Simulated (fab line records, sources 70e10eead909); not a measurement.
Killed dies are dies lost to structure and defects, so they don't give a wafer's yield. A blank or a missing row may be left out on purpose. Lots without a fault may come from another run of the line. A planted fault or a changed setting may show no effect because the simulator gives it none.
Chamber matching | flow nand_harc | NHARC_P_BONDPAD_ACTIVATE_29 on rie_diel-08: 4 sister chambers
The step chemistry N2, time 60 s. 4 wafers are shown with their chamber, then 9 later ones without.

WAFERS WITH THEIR CHAMBER
wafer  | chamber | showerhead_plenum_p_Torr (Torr)
L084.2 | 2       | 1.81
L084.1 | 3       | 1.69
L084.4 | 1       | 1.72
L084.5 | 0       | 1.78

WAFERS WITHOUT THEIR CHAMBER
wafer  | showerhead_plenum_p_Torr (Torr)
L089.2 | 1.69
L089.3 | 1.72
L089.6 | 1.81
L093.3 | 1.80
L093.4 | 1.77
L093.5 | 1.69
L095.2 | 1.71
L095.4 | 1.77
L095.6 | 1.69

WHICH CHAMBER EACH WENT THROUGH
wafer  | from the rows above     | in truth
L089.2 | 3                       | 3
L089.3 | 1                       | 1
L089.6 | 2                       | 2
L093.3 | can't be placed: 2 or 0 | 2
L093.4 | 0                       | 0
L093.5 | 3                       | 3
L095.2 | can't be placed: 1 or 3 | 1
L095.4 | 0                       | 0
L095.6 | 3                       | 3
Placed correctly: 7 of 9. Can't be placed from these rows: 2 (the true chamber is among the candidates in 2). Placed wrongly: 0.
How it was worked out, from the rows above alone: a wafer's distance from a chamber is the root of the sum, over the readings, of the square of ((its reading less the chamber's mean) divided by the reading's scatter). The wafer belongs to the nearest chamber; if the next one is less than 2 further off, it can't be placed. A chamber's mean is the mean of its shown wafers. The scatter: with one shown wafer a chamber, the root of the mean of the squares of how far each hidden wafer lies from its nearest shown one.
